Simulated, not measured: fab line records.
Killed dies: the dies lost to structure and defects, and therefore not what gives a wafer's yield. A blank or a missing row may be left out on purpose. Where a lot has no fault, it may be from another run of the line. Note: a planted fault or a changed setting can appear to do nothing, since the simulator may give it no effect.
fab line records	flow nand_harc
[record] lots = 11	wafers = 33	last_day = 33
route steps=1302 shown A_ONON_D1@447 A_CHANNEL_HOLE_D1@467 END@1302
lots that met no fault: from a run of the same line without faults
start_h: start of the lot's first displayed wafer, in hours after the record's first day	wait_h: hours since the lot's step before	" identical to the entry in the row above	L1.1+2: a row that stands for several wafers	- no value, or no start was given	* or withheld: withheld	< > ~ a bound
route shown NAME@n: a module of which the file shows steps, and the number in the route of the first	usual: mean/standard deviation taken from wafers without a fault	same: alike in all rows	chamber/n: place in a boat	sites: the reading at each site	_std_site: standard deviation across them	_edge_site: inner sites' mean taken away from outer sites' mean	radius_mm: for every site, how far away it sits from the centre of the wafer	mask NAME#n: copy n	behind: the tool/chamber that last shaped the wafer	hold: reason for holding the lot/hours on hold/outcome of the hold	device: names the non-switching transistor (n, p or np)	end of line: tests run on the same wafers once the route is complete	step lacking rows: just its recipe	killed: dies lost to structure and defects at the first sort, not the wafer's yield	map: a wafer's dies, x killed, . not, _ none there
set.NAME: setting as actually run; set.NAME@STEP: the setting as run at that earlier step	model.NAME: the simulator's own value behind a step, which no gauge read
a sample of lots followed through the steps of the route, with each step as a table and each wafer as a row
services: a tool's chamber out of use, with start hour (start_h, from the record's first day; less than 0 if before it), hours out, and reason
[[steps]]
[step NHARC_A_ONON_D1_THK_MEAS_34]
[recipe] thk_meas_gauge = ellipsometry
[usual] thk_nm = 199/3.1
lot.wafer	tool	chamber	start_h	wait_h	thk_nm
L589.1	film_metro-02	-	191.16	-	193
L589.4	"	-	"	"	202
L589.5	"	-	"	"	198
L588.3	film_metro-01	-	191.19	-	195
L588.4	"	-	"	"	201
L588.5	"	-	"	"	197
L592.1	film_metro-02	-	217.62	-	200
L592.4	"	-	"	"	202
L592.6	"	-	"	"	201
L593.1	film_metro-01	-	226.52	-	202
L593.2	"	-	"	"	197
L593.6	"	-	"	"	203
L596.1	film_metro-01	-	258.21	-	198
L596.3	"	-	"	"	202
L596.4	"	-	"	"	205
L597.2	film_metro-01	-	266.11	-	195
L597.4	"	-	"	"	200
L597.5	"	-	"	"	200
L598.1	film_metro-02	-	276.23	-	200
L598.3	"	-	"	"	199
L598.4	"	-	"	"	202
L606.1	film_metro-02	-	353.79	-	200
L606.2	"	-	"	"	193
L606.6	"	-	"	"	201
L609.1	film_metro-01	-	382.04	-	192
L609.3	"	-	"	"	193
L609.5	"	-	"	"	196
L610.1	film_metro-01	-	390.14	-	197
L610.2	"	-	"	"	196
L610.4	"	-	"	"	207
L611.1	film_metro-01	-	408.39	-	193
L611.4	"	-	"	"	196
L611.6	"	-	"	"	197
[step NHARC_A_CHANNEL_HOLE_D1_ETCH_39]
[recipe] target_depth_a = 2600	over_etch_frac = 0.3	time_s = 325	ion_energy_ev = 200	n2_flow_sccm = 150	h2_flow_sccm = 150	ar_flow_sccm = 0	rf_w = 400	bias_w = 150	chemistry = N2/H2
[usual] bias_w = 149.9/0.41	chamber_pressure_mTorr = 29.998/0.027	drypump_motor_current_A = 5.7/0.47	oes_product_au = 1.001/0.012	rf_vpp_V = 431/3.3	showerhead_plenum_p_Torr = 2.05/0.11	throttle_valve_pct = 14.172/0.009
[same] time_s = 325
lot.wafer	tool	chamber	start_h	wait_h	bias_w	chamber_pressure_mTorr	drypump_motor_current_A	oes_product_au	rf_hours_counter_h	rf_vpp_V	showerhead_plenum_p_Torr	throttle_valve_pct
L589.1	rie_diel-07	1	-	-	149.9	29.974	6.4	0.993	7	432	2.06	14.173
L589.4	"	3	"	"	150.6	29.990	6.1	0.988	-	432	2.09	14.178
L589.5	"	0	"	"	149.6	29.959	6.1	0.975	-	434	2.19	14.164
L588.4	rie_diel-06	3	-	-	150.3	30.039	5.4	1.004	19	426	1.88	14.178
L588.3	"	0	"	"	149.6	30.032	5.4	0.986	20	435	2.21	14.187
L588.5	"	0	"	"	150.2	30.017	5.5	0.979	-	436	2.21	14.189
L592.1	rie_diel-06	0	-	-	150.0	30.004	5.4	0.976	26	435	2.21	14.174
L592.4	"	2	"	"	150.1	29.987	5.7	1.002	28	427	1.89	14.162
L592.6	"	3	"	"	149.7	30.006	5.4	1.011	-	427	1.88	14.165
L593.1	rie_diel-09	0	-	-	149.7	29.997	5.8	1.001	22	434	2.21	14.172
L593.2	"	1	"	"	149.6	30.047	5.5	1.013	23	427	1.96	14.175
L593.6	"	0	"	"	149.2	30.030	5.8	1.010	-	434	2.21	14.169
L596.4	rie_diel-07	1	-	-	149.7	30.015	6.5	0.988	12	430	2.05	14.178
L596.3	"	3	"	"	150.4	29.973	6.2	1.003	12	430	2.09	14.180
L596.1	"	0	"	"	150.2	29.928	6.1	0.982	12	435	2.18	14.176
L597.4	rie_diel-09	0	-	-	149.2	29.982	5.8	0.997	40	433	2.20	14.182
L597.2	"	1	"	"	150.1	29.993	5.5	1.023	37	429	1.95	14.169
L597.5	"	2	"	"	149.2	29.981	5.6	0.996	-	429	1.97	14.159
L598.1	rie_diel-07	3	-	-	150.4	30.005	6.1	1.002	13	432	2.09	14.170
L598.3	"	0	"	"	150.3	30.046	6.1	0.992	13	435	2.18	14.178
L598.4	"	1	"	"	149.9	30.022	6.4	1.006	14	430	2.05	14.180
L606.2	rie_diel-07	2	-	-	149.4	29.956	5.7	1.015	5	426	1.90	14.184
L606.1	"	3	"	"	150.5	29.994	6.1	0.985	5	432	2.08	14.159
L606.6	"	3	"	"	150.0	29.982	6.2	0.989	-	431	2.08	14.164
L609.1	rie_diel-09	2	-	-	149.8	30.041	5.6	1.006	18	428	1.96	14.169
L609.3	"	0	"	"	150.0	29.989	5.8	1.014	17	435	2.19	14.164
L609.5	"	1	"	"	149.9	30.008	5.5	1.021	-	427	1.94	14.194
L610.1	rie_diel-07	1	-	-	149.5	30.002	6.4	1.005	8	431	2.05	14.160
L610.2	"	3	"	"	149.5	30.036	6.1	0.980	8	431	2.08	14.172
L610.4	"	0	"	"	149.7	29.984	6.1	0.984	7	435	2.18	14.179
L611.4	rie_diel-07	3	-	-	149.8	29.985	6.1	1.006	9	433	2.08	14.157
L611.1	"	0	"	"	149.3	29.987	6.1	0.996	9	434	2.18	14.174
L611.6	"	1	"	"	149.9	29.947	6.4	1.013	-	432	2.05	14.175
[step NHARC_A_CHANNEL_HOLE_D1_ETCH_34]
[recipe] target_depth_a = 1540	time_s = 77	cf4_flow_sccm = 100	chf3_flow_sccm = 30	ar_flow_sccm = 0	rf_w = 500	bias_w = 200	chemistry = CF4/CHF3
[usual] bias_w = 200.0/0.62	cf4_flow_sccm = 100.0/0.31	chamber_pressure_mTorr = 25.003/0.024	drypump_motor_current_A = 5.7/0.46	oes_product_au = 0.963/0.02	rf_vpp_V = 370.6/2.7	showerhead_plenum_p_Torr = 1.57/0.078	throttle_valve_pct = 16.802/0.009	time_s = 77/0
lot.wafer	tool	chamber	start_h	wait_h	bias_w	cf4_flow_sccm	chamber_pressure_mTorr	drypump_motor_current_A	oes_product_au	rf_hours_counter_h	rf_vpp_V	showerhead_plenum_p_Torr	throttle_valve_pct	time_s
L589.1	rie_diel-07	3	198.27	-	200.5	100.1	25.015	6.1	0.959	7	372.5	1.61	16.801	77
L589.4	"	1	"	"	199.8	100.0	24.988	6.4	0.957	-	372.5	1.58	16.791	77
L589.5	"	0	"	"	200.3	100.1	25.000	6.1	0.942	-	374.0	1.68	16.804	77
L588.4	rie_diel-06	2	199.77	-	199.1	100.2	25.022	5.7	0.981	21	367.5	1.47	16.811	77
L588.3	"	3	"	"	199.5	99.9	24.985	5.4	0.985	19	367.9	1.46	16.807	77
L588.5	"	2	"	"	199.7	99.6	24.997	5.7	0.992	-	366.7	1.47	16.807	77
L592.1	rie_diel-06	3	221.02	-	200.4	100.0	24.993	5.4	0.972	27	366.1	1.46	16.810	77
L592.4	"	0	"	"	199.4	100.0	25.022	5.5	0.948	26	373.9	1.69	16.785	77
L592.6	"	2	"	"	199.0	100.1	24.999	5.7	0.988	-	366.6	1.46	16.797	77
L593.2	rie_diel-09	1	229.95	-	200.8	99.5	24.974	5.5	0.980	23	369.2	1.52	16.807	77
L593.1	"	0	"	"	200.4	100.0	25.029	5.8	0.972	22	374.7	1.69	16.807	77
L593.6	"	2	"	"	199.2	100.0	24.996	5.6	0.948	-	370.8	1.53	16.810	77
L596.3	rie_diel-07	2	263.46	-	-	-	-	-	-	-	-	-	-	-
L596.1	"	0	"	"	-	-	-	-	-	-	-	-	-	-
L596.4	"	1	"	"	-	-	-	-	-	-	-	-	-	-
L597.4	rie_diel-09	2	270.41	-	-	-	-	-	-	-	-	-	-	-
L597.2	"	0	"	"	-	-	-	-	-	-	-	-	-	-
L597.5	"	3	"	"	-	-	-	-	-	-	-	-	-	-
L598.1	rie_diel-07	0	279.51	-	199.6	99.9	24.992	6.1	0.969	13	374.6	1.67	16.804	77
L598.4	"	2	"	"	199.9	99.9	24.999	5.7	0.967	10	366.4	1.47	16.780	77
L598.3	"	3	"	"	200.4	99.9	24.989	6.1	0.980	13	372.6	1.61	16.803	77
L606.2	rie_diel-07	0	357.20	-	199.2	99.7	25.007	6.1	0.933	4	373.9	1.67	16.793	77
L606.1	"	2	"	"	200.9	99.9	25.020	5.7	0.949	5	368.9	1.47	16.803	77
L606.6	"	0	"	"	200.3	100.0	25.051	6.1	0.936	-	373.5	1.67	16.808	77
L609.3	rie_diel-09	3	388.28	-	200.0	99.7	24.973	4.9	0.927	16	371.3	1.58	16.806	77
L609.1	"	0	"	"	200.4	100.1	25.025	5.8	0.933	17	373.8	1.68	16.809	77
L609.5	"	2	"	"	199.7	99.8	24.996	5.6	0.927	-	368.5	1.52	16.799	77
L610.4	rie_diel-07	1	397.07	-	198.8	99.9	24.999	6.4	0.966	8	369.9	1.58	16.790	77
L610.1	"	2	"	"	199.3	100.1	24.999	5.7	0.979	8	366.6	1.47	16.797	77
L610.2	"	0	"	"	201.0	100.4	25.002	6.1	0.967	8	373.6	1.67	16.809	77
L611.4	rie_diel-07	3	411.81	-	199.6	100.1	24.994	6.1	0.932	9	372.9	1.60	16.803	77
L611.1	"	0	"	"	199.8	99.9	24.995	6.1	0.918	9	374.8	1.67	16.778	77
L611.6	"	3	"	"	199.9	100.1	24.977	6.1	0.919	-	370.9	1.60	16.813	77
[step NHARC_A_CHANNEL_HOLE_D1_ETCH_22]
[recipe] bias_v = 3000	source_w = withheld	pressure_mtorr = 20	time_s = 666.7	ar_flow_sccm = 375	c4f8_flow_sccm = 89.3	o2_flow_sccm = 35.7	temp_c = -20	target_depth_a = 16000	chemistry = C4F8/O2/Ar
[usual] c4f8_flow_sccm = 89.30/0.27	chamber_pressure_mTorr = 20.001/0.018	drypump_motor_current_A = 5.3/0.46	showerhead_plenum_p_Torr = 3.62/0.099	throttle_valve_pct = 32.156/0.0096
[same] time_s = 666.7
lot.wafer	tool	chamber	start_h	wait_h	c4f8_flow_sccm	chamber_pressure_mTorr	drypump_motor_current_A	rf_hours_counter_h	showerhead_plenum_p_Torr	throttle_valve_pct
L589.1	har_etch-01	1	200.10	0.4	88.89	20.008	4.7	89	3.67	32.157
L589.4	"	0	"	"	89.79	19.995	5.6	-	3.52	32.165
L589.5	"	0	"	"	89.04	20.030	5.6	-	3.52	32.171
L588.4	har_etch-02	1	201.58	0.4	89.48	20.019	5.9	-	3.76	32.150
L588.3	"	0	"	"	89.65	19.983	4.9	-	3.63	32.157
L588.5	"	0	"	"	89.64	20.016	4.9	-	3.63	32.146
L592.1	har_etch-01	0	223.72	0.4	89.14	20.024	5.6	109	3.51	32.160
L592.4	"	0	"	"	89.36	19.986	5.6	-	3.51	32.161
L592.6	"	1	"	"	89.58	20.005	4.8	-	3.65	32.155
L593.2	har_etch-01	1	231.59	0.4	89.84	20.027	4.8	113	3.65	32.159
L593.1	"	0	"	"	89.45	19.992	5.6	113	3.51	32.143
L593.6	"	0	"	"	89.53	20.016	5.6	-	3.50	32.152
L596.1	har_etch-01	1	266.04	0.4	89.76	19.991	4.8	132	3.64	32.134
L596.4	"	1	"	"	89.46	19.988	4.7	-	3.64	32.144
L596.3	"	0	"	"	89.39	19.984	5.6	-	3.49	32.150
L597.2	har_etch-02	1	274.21	0.4	89.43	19.998	5.9	347	3.74	32.162
L597.4	"	0	"	"	89.56	20.013	4.9	-	3.61	32.187
L597.5	"	1	"	"	89.46	19.992	5.8	-	3.74	32.158
L598.1	har_etch-02	0	281.23	0.4	88.94	19.989	4.9	337	3.61	32.156
L598.3	"	1	"	"	90.31	19.977	5.9	-	3.74	32.139
L598.4	"	0	"	"	89.21	19.977	4.9	-	3.61	32.150
L606.2	har_etch-02	0	358.81	0.4	89.58	19.977	4.9	386	3.59	32.152
L606.1	"	1	"	"	89.23	19.983	5.9	401	3.71	32.157
L606.6	"	1	"	"	89.44	19.977	5.8	-	3.71	32.152
L609.1	har_etch-01	0	393.73	0.4	89.25	19.979	5.6	208	3.45	32.139
L609.3	"	0	"	"	89.18	20.017	5.6	-	3.46	32.154
L609.5	"	1	"	"	89.16	19.974	4.8	-	3.60	32.158
L610.2	har_etch-02	0	398.69	0.4	89.19	20.029	4.9	4	3.93	32.161
L610.1	"	1	"	"	89.46	20.005	5.9	4	3.70	32.151
L610.4	"	0	"	"	88.93	19.964	4.9	-	3.93	32.158
L611.1	har_etch-01	1	413.52	0.4	88.82	20.005	4.7	220	3.59	32.143
L611.4	"	0	"	"	88.82	20.012	5.6	-	3.45	32.147
L611.6	"	1	"	"	88.51	19.981	4.8	-	3.60	32.166
[step NHARC_END_SORT_01]
[recipe] temp_c = 25
[usual] killed_at_array = 59/17	killed_at_other = 0.9/1.6	killed_at_periphery = 3.7/2.3	killed_dies = 64/17	killed_open = 3.3/1.8	killed_short = 2.4/1.6
[same] gross_dies = 677
lot.wafer	tool	chamber	start_h	wait_h	killed_at_array	killed_at_other	killed_at_periphery	killed_dies	killed_open	killed_short
L596.1	prober-02	0	644.72	2.5	671	0	6	677	1	0
L596.3	prober-02	0	646.31	3.1	668	0	9	677	3	5
L596.4	prober-02	0	647.11	3.4	667	0	10	677	3	2
L597.2	prober-01	0	667.81	2.8	666	5	6	677	3	3
L597.4	prober-01	0	669.37	3.3	672	2	3	677	5	1
L597.5	prober-01	0	670.15	3.6	669	1	7	677	3	4
// killed by level:class
L596.1 A_CHANNEL_HOLE_D1:area_etch=632 A_SLIT:chamber_film_flake=20 A_CHANNEL_HOLE_D2:chamber_film_flake=6 A_CHANNEL_HOLE_D1:chamber_film_flake=5 P_BONDPAD:chamber_film_flake=3 A_CHANNEL_FILL_D1:chamber_film_flake=3 P_GATE:chamber_film_flake=2 A_ZERO_WELL:chamber_film_flake=2
L596.3 A_CHANNEL_HOLE_D1:area_etch=595 A_SLIT:chamber_film_flake=34 A_CHANNEL_HOLE_D2:chamber_film_flake=12 A_STAIRCASE:chamber_film_flake=8 P_BONDPAD:chamber_film_flake=5 P_GATE:chamber_film_flake=4 A_CHANNEL_HOLE_D1:chamber_film_flake=4 A_CONTACT:chamber_film_flake=3
L596.4 A_CHANNEL_HOLE_D1:area_etch=600 A_SLIT:chamber_film_flake=36 A_CHANNEL_HOLE_D2:chamber_film_flake=16 A_STAIRCASE:chamber_film_flake=6 P_GATE:chamber_film_flake=5 P_BONDPAD:chamber_film_flake=4 A_CONTACT:chamber_film_flake=2 A_ONON_D1:geometric_particle:short=1
L597.2 A_CHANNEL_HOLE_D1:area_etch=599 A_CHANNEL_HOLE_D1:chamber_film_flake=33 A_CHANNEL_HOLE_D2:chamber_film_flake=23 THIN_TSV:chamber_film_flake=5 A_STAIRCASE:chamber_film_flake=4 A_WL_FILL:geometric_particle:short=2 A_SGD_CUT:chamber_film_flake=2 P_GATE:geometric_particle:open=1
L597.4 A_CHANNEL_HOLE_D1:area_etch=594 A_CHANNEL_HOLE_D1:chamber_film_flake=30 A_CHANNEL_HOLE_D2:chamber_film_flake=28 A_STAIRCASE:chamber_film_flake=5 A_CHANNEL_FILL_D2:chamber_film_flake=3 A_SGD_CUT:chamber_film_flake=3 A_M1:geometric_particle:open=2 THIN_TSV:chamber_film_flake=2
L597.5 A_CHANNEL_HOLE_D1:area_etch=602 A_CHANNEL_HOLE_D1:chamber_film_flake=32 A_CHANNEL_HOLE_D2:chamber_film_flake=21 A_STAIRCASE:chamber_film_flake=5 A_SGD_CUT:chamber_film_flake=4 P_GATE:chamber_film_flake=2 P_GATE:geometric_particle:short=1 P_M1:geometric_particle:open=1
[[services]]
tool	chamber	start_h	hours	kind
rie_diel-07	-	174.56	0.2	repair
rie_diel-07	-	187.93	0.4	repair
rie_diel-07	0	199.33	-	clean
rie_diel-07	1	199.33	-	clean
rie_diel-07	2	199.33	-	clean
rie_diel-07	3	199.33	-	clean
rie_diel-09	2	207.87	16.9	repair
rie_diel-09	0	223.69	3.3	repair
rie_diel-07	0	223.83	-	clean
rie_diel-07	1	223.83	-	clean
rie_diel-07	2	223.83	-	clean
rie_diel-06	0	246.48	13.1	repair
rie_diel-06	1	253.98	13.5	repair
rie_diel-09	-	283.06	2.2	repair
rie_diel-07	1	286.75	2.1	repair
rie_diel-07	-	294.24	9.0	pm
rie_diel-06	-	307.44	9.0	pm
rie_diel-09	3	310.25	9.1	repair
rie_diel-09	-	322.68	9.0	pm
rie_diel-07	1	331.49	1.4	repair
rie_diel-07	1	370.03	4.8	repair
har_etch-02	-	377.00	17.0	pm
rie_diel-06	2	377.73	5.2	repair
rie_diel-09	0	406.89	7.1	repair
[[key]]
[first_sign] step = NHARC_A_CHANNEL_HOLE_D1_ETCH_34	reading = tool_record	direction = missing
[effect] step = NHARC_END_SORT_01	reading = killed_at_array	direction = up	sigmas = 37	usual = 59	struck = 669
[more_kills_born_at] NHARC_A_CHANNEL_HOLE_D1_ETCH_34@rie_diel-07 = 1827	NHARC_A_CHANNEL_HOLE_D1_ETCH_34@rie_diel-09 = 1795
met_at NHARC_A_CHANNEL_HOLE_D1_ETCH_34
struck_lots L596,L597
later_rows_left_out L596.1,L596.3,L596.4,L597.2,L597.4,L597.5
tester_left_out L596,L597
not_acting_at NHARC_A_ONON_D1_THK_MEAS_34,NHARC_A_CHANNEL_HOLE_D1_ETCH_39,NHARC_A_CHANNEL_HOLE_D1_ETCH_22
onset_between 229.95 263.46
[fault] kind = skipped_step_whole	tool = rie_diel-07,rie_diel-09	chamber = -	onset_h = 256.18	steps = NHARC_A_CHANNEL_HOLE_D1_ETCH_34	scope = struck_lots_only
// tester_left_out: of these lots the tester's yield and bins aren't shown, on N5 and GAA mostly nor the transistor test; their killed dies are dies lost to structure and defects alone, not to doping, threshold or leakage, so they don't give the yield
// later_rows_left_out: the simulator's readings of these wafers behind a module that went badly wrong aren't trusted and aren't shown, but for the sort
